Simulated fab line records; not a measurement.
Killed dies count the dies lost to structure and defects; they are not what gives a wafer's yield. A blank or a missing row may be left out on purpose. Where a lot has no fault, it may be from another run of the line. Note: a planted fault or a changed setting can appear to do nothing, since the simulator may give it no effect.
Matching of chambers | flow n5Finfet | uvCure-01 running N5_BEOL_M7_CURE_75: 3 sister chambers
The step cures SiCOH lowk, time 120 s. 14 wafers are shown with their chamber, then 7 later ones without.

WAFERS WITH THEIR CHAMBER
wafer  | chamber | wafer_temp_C_max | lampPowerPct (%)
L077.1 | 0       | 371.2            | 52.30
L077.2 | 0       | 371.4            | 52.39
L077.5 | 0       | 371.5            | 52.28
L078.1 | 2       | 371.4            | 52.24
L078.3 | 2       | 371.6            | 52.28
L078.5 | 2       | 371.6            | 52.31
L079.2 | 2       | 371.3            | 52.36
L079.4 | 2       | 371.1            | 52.31
L079.5 | 2       | 371.0            | 52.42
L081.3 | 1       | 371.9            | 52.33
L081.4 | 1       | 372.3            | 52.28
L081.5 | 1       | 372.1            | 52.17
L084.4 | 0       | 371.1            | 52.26
L084.5 | 0       | 371.0            | 52.40

SIGNATURES (averages over the wafers above)
reading          | chamber 0 | chamber 1 | chamber 2 | scatter within a chamber
wafer_temp_C_max | 371.240   | 372.100   | 371.333   | 0.227
lampPowerPct     | 52.3260   | 52.2600   | 52.3200   | 0.0674
Rule: distance of a wafer from a chamber = root of the sum over the readings of ((wafer's reading minus chamber's mean) / reading's scatter) squared. The wafer belongs to the nearest chamber; if the next one is less than 2 further off, it can't be placed. The scatter: take each reading less its chamber's mean, square it, sum over the shown wafers, divide by the number of wafers less the number of chambers, and take the root.

WAFERS WITH NO CHAMBER GIVEN
wafer  | wafer_temp_C_max | lampPowerPct (%)
L084.6 | 371.8            | 52.42
L091.1 | 372.5            | 52.29
L091.2 | 372.3            | 52.27
L091.6 | 371.6            | 52.41
L093.3 | 371.0            | 52.28
L093.4 | 371.5            | 52.28
L093.6 | 370.9            | 52.45

WHICH CHAMBER EACH WENT THROUGH
wafer  | from the rows above          | in truth
L084.6 | can't be placed: 2 or 1 or 0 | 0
L091.1 | 1                            | 1
L091.2 | 1                            | 1
L091.6 | can't be placed: 2 or 0 or 1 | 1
L093.3 | can't be placed: 0 or 2      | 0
L093.4 | can't be placed: 2 or 0 or 1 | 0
L093.6 | can't be placed: 0 or 2      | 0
Correct placement for 2 of the 7. From these rows, 5 cannot be placed; in 5 the true chamber is one of the candidates. 0 placed wrongly.
